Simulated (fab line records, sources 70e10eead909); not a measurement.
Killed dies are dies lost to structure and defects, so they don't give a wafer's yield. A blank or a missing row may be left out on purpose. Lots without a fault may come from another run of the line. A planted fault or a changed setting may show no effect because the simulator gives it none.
Which tool did it? | flow nand_harc | 11 lots, 33 wafers sampled, at 6 steps of a route of 1302

WHAT THE GAUGES READ, wafer by wafer
NHARC_A_BONDPAD_CD_MEAS_09: target cd 500 nm.
lot  | measured     | on        | cd_nm (nm)
L681 | day 22 20:29 | cd_sem-01 | 500.4 498.2 499.8
L683 | day 24 16:22 | cd_sem-03 | 498.8 501.5 499.3
L684 | day 24 20:07 | cd_sem-01 | 500.3 501.3 502.0
L689 | day 26 06:10 | cd_sem-03 | 500.8 500.6 499.4
L688 | day 26 09:53 | cd_sem-01 | 501.8 501.6 501.8
L690 | day 27 01:55 | cd_sem-03 | 500.1 501.1 499.4
L692 | day 28 07:11 | cd_sem-02 | 489.9 490.6 489.7
L697 | day 29 07:33 | cd_sem-03 | 498.4 502.9 501.9
L701 | day 31 16:35 | cd_sem-02 | 491.3 490.5 492.1
L702 | day 31 17:48 | cd_sem-03 | 501.0 502.6 501.5
L703 | day 31 23:17 | cd_sem-01 | 501.4 501.4 499.0

NHARC_END_SORT_01.
lot  | measured     | on        | defect_limited_yield (%) | killed_at_array | killed_at_other | killed_at_periphery | killed_dies | killed_open | killed_short
L692 | day 29 14:40 | prober-01 | 89 91                    | 73 51           | 0 2             | 4 7                 | 77 60       | 5 2         | 2 1

WHICH TOOL RAN EACH LOT (tool, then ch and the chambers of the sampled wafers, then the start)
lot  | NHARC_A_M1_ETCH_28                            | NHARC_A_M1_PRE_CLEAN_32         | NHARC_A_BONDPAD_EXPOSE_06         | NHARC_A_BONDPAD_ETCH_34
L681 | rie_diel-06 ch 0,3, day 22 18:47 or earlier   | pecvd-03 ch 0,1,2, day 22 18:47 | krf_scanner-01 ch 0, day 22 20:20 | rie_diel-11 ch 0,3, day 22 20:47
L683 | rie_diel-12 ch 0,2,3, day 24 14:39 or earlier | pecvd-03 ch 0,2, day 24 14:39   | krf_scanner-01 ch 0, day 24 16:13 | rie_diel-11 ch 1,3, day 24 16:40
L684 | rie_diel-12 ch 1,2, day 24 18:25 or earlier   | pecvd-01 ch 0,1,2, day 24 18:25 | krf_scanner-01 ch 0, day 24 19:58 | rie_diel-11 ch 2,3, day 24 20:24
L689 | rie_diel-12 ch 0,2,3, day 26 04:20 or earlier | pecvd-01 ch 0,2, day 26 04:20   | krf_scanner-03 ch 0, day 26 06:01 | rie_diel-11 ch 0,1,2, day 26 06:28
L688 | rie_diel-12 ch 1,3, day 26 08:02 or earlier   | pecvd-03 ch 0,1, day 26 08:02   | krf_scanner-01 ch 0, day 26 09:44 | rie_diel-03 ch 2,3, day 26 10:11
L690 | rie_diel-06 ch 0,2,3, day 27 00:03 or earlier | pecvd-01 ch 0,1,2, day 27 00:03 | krf_scanner-03 ch 0, day 27 01:46 | rie_diel-05 ch 0,2, day 27 02:13
L692 | rie_diel-01 ch 1,3, day 28 05:27 or earlier   | pecvd-01 ch 0,1,2, day 28 05:27 | krf_scanner-03 ch 0, day 28 07:02 | rie_diel-03 ch 0,1,3, day 28 07:29
L697 | rie_diel-06 ch 0,1, day 29 05:49 or earlier   | pecvd-03 ch 1,2, day 29 05:49   | krf_scanner-01 ch 0, day 29 07:24 | rie_diel-05 ch 2,3, day 29 07:50
L701 | rie_diel-01 ch 0,2,3, day 31 14:45 or earlier | pecvd-02 ch 0,1,2, day 31 14:45 | krf_scanner-03 ch 0, day 31 16:27 | rie_diel-11 ch 1,3, day 31 16:55
L702 | rie_diel-01 ch 0,2, day 31 15:56 or earlier   | pecvd-01 ch 0,1, day 31 15:56   | krf_scanner-01 ch 0, day 31 17:40 | rie_diel-05 ch 1,3, day 31 18:06
L703 | rie_diel-12 ch 1,2, day 31 21:26 or earlier   | pecvd-02 ch 0,2, day 31 21:26   | krf_scanner-02 ch 0, day 31 23:08 | rie_diel-11 ch 1,2, day 31 23:36
- NHARC_A_M1_ETCH_28: etches the open film in CF4/N2, target depth 30 nm, time 72.99 s.
- NHARC_A_M1_PRE_CLEAN_32: time 12 s.
- NHARC_A_BONDPAD_EXPOSE_06: exposes mask A BPAD.
- NHARC_A_BONDPAD_ETCH_34: etches the open film in N2/H2, target depth 60 nm, overetch 18 nm, time 65.91 s.

WHAT THE TOOLS THEMSELVES READ (means of the sampled wafers that have a number; where no wafer has one, the mark that the record gives instead)
NHARC_A_M1_ETCH_28.
lot  | tool        | drypump_motor_current_A (A) | oes_product_au (a.u.) | rf_vpp_V (V) | showerhead_plenum_p_Torr (Torr) | throttle_valve_pct (%)
L681 | rie_diel-06 | 5.8                         | 1.007                 | 313.9        | 2.61                            | 19.790
L683 | rie_diel-12 | 5.7                         | 0.998                 | 312.5        | 2.53                            | 19.799
L684 | rie_diel-12 | 5.2                         | 1.002                 | 310.9        | 2.46                            | 19.780
L689 | rie_diel-12 | 5.7                         | 0.998                 | 313.0        | 2.53                            | 19.787
L688 | rie_diel-12 | 5.6                         | 1.011                 | 312.1        | 2.47                            | 19.793
L690 | rie_diel-06 | 6.0                         | 0.990                 | 313.2        | 2.58                            | 19.783
L692 | rie_diel-01 | 5.8                         | 0.995                 | 312.5        | 2.54                            | 19.793
L697 | rie_diel-06 | 6.1                         | 1.006                 | 311.8        | 2.48                            | 19.799
L701 | rie_diel-01 | 6.1                         | 1.003                 | 314.8        | 2.65                            | 19.800
L702 | rie_diel-01 | 6.1                         | 1.012                 | 316.7        | 2.73                            | 19.791
L703 | rie_diel-12 | 5.5                         | 0.995                 | 311.2        | 2.47                            | 19.791

NHARC_A_M1_PRE_CLEAN_32.
lot  | tool     | heater_power_w (W) | susceptor_temp_C (C)
L681 | pecvd-03 | 637                | 370.00
L683 | pecvd-03 | 650                | 369.94
L684 | pecvd-01 | 613                | 369.95
L689 | pecvd-01 | 589                | 369.97
L688 | pecvd-03 | 610                | 370.12
L690 | pecvd-01 | 577                | 369.82
L692 | pecvd-01 | 612                | 369.84
L697 | pecvd-03 | 692                | 369.99
L701 | pecvd-02 | 716                | 370.13
L702 | pecvd-01 | 562                | 369.95
L703 | pecvd-02 | 653                | 370.19

NHARC_A_BONDPAD_EXPOSE_06.
lot  | tool           | exposure_dose_mJ_cm2
L681 | krf_scanner-01 | 36.98
L683 | krf_scanner-01 | 36.96
L684 | krf_scanner-01 | 36.97
L689 | krf_scanner-03 | 36.87
L688 | krf_scanner-01 | 36.99
L690 | krf_scanner-03 | 36.91
L692 | krf_scanner-03 | 25.81
L697 | krf_scanner-01 | 36.97
L701 | krf_scanner-03 | 28.10
L702 | krf_scanner-01 | 36.99
L703 | krf_scanner-02 | 36.92

NHARC_A_BONDPAD_ETCH_34.
lot  | tool        | drypump_motor_current_A (A) | oes_product_au (a.u.) | rf_vpp_V (V) | showerhead_plenum_p_Torr (Torr) | throttle_valve_pct (%)
L681 | rie_diel-11 | 6.3                         | 0.997                 | 430.3        | 2.00                            | 14.179
L683 | rie_diel-11 | 6.1                         | 1.001                 | 429.2        | 2.01                            | 14.168
L684 | rie_diel-11 | 6.2                         | 1.000                 | 429.8        | 2.01                            | 14.174
L689 | rie_diel-11 | 6.1                         | 1.003                 | 428.9        | 1.98                            | 14.171
L688 | rie_diel-03 | 5.3                         | 1.008                 | 428.7        | 1.98                            | 14.169
L690 | rie_diel-05 | 5.6                         | 1.000                 | 429.9        | 2.00                            | 14.168
L692 | rie_diel-03 | 6.0                         | 1.001                 | 429.6        | 2.02                            | 14.169
L697 | rie_diel-05 | 5.5                         | 0.993                 | 429.7        | 2.00                            | 14.178
L701 | rie_diel-11 | 6.0                         | 0.993                 | 429.8        | 2.00                            | 14.166
L702 | rie_diel-05 | 5.1                         | 0.999                 | 430.3        | 2.01                            | 14.169
L703 | rie_diel-11 | 5.9                         | 0.997                 | 429.6        | 1.99                            | 14.170

THE ANSWER, worked out from the rows above alone
Rule: what is usual is taken from the lots themselves. Put in order of their means at a reading, lots are off if they are a third of the lots or fewer, leave a main group of 4 or more, and stand apart from it by a gap of 3 or more times the standard deviation of the main group's means; of several such gaps the widest counts. A main group whose means are all the same, to the digits that the tables above print for the reading, isn't used. A lot without any number at a reading at which 4 lots or more have one is off too. The other lots that the step has rows for count as sound. The gauges are gone through in route order, then the tools' own readings, and for those a lot's mean is taken as printed above. The first step at which some lot is off is used, and at that step the reading that is off furthest; a lot without a number counts as furthest.
Off: L692, L701, at NHARC_A_BONDPAD_CD_MEAS_09 (cd_nm). The main group: mean 500.7 nm, standard deviation 0.75.
A tool fits if, at a process step before that reading, it ran every lot that is off, and no sound lot after the first of them. The gauges at NHARC_A_BONDPAD_CD_MEAS_09 aren't tried: what is off there is off at NHARC_A_BONDPAD_EXPOSE_06 too, on other tools, and a gauge's error can't cause that. NHARC_A_M1_ETCH_28 gives no start for some lots, so the hours and the order of its lots are those of NHARC_A_M1_PRE_CLEAN_32. One fits: krf_scanner-03 at NHARC_A_BONDPAD_EXPOSE_06. Its last sound lot is L690 (day 27 01:46), its first lot that is off L692 (day 28 07:02): a fault that began between those two fits.
The tool's own readings at NHARC_A_BONDPAD_EXPOSE_06 bear it out: on the lots that are off they differ by more than 5 times the standard deviation of the sound lots' means. exposure_dose_mJ_cm2 reads 26.95 there against 36.95 on the sound lots.

WHAT THE SIMULATOR HAD PUT IN
Process parameter drift: krf_scanner-03, from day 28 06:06 on, at NHARC_A_BONDPAD_EXPOSE_06. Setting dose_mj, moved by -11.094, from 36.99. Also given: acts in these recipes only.
Lots struck among those shown: L692, L701. The rule above found the same.
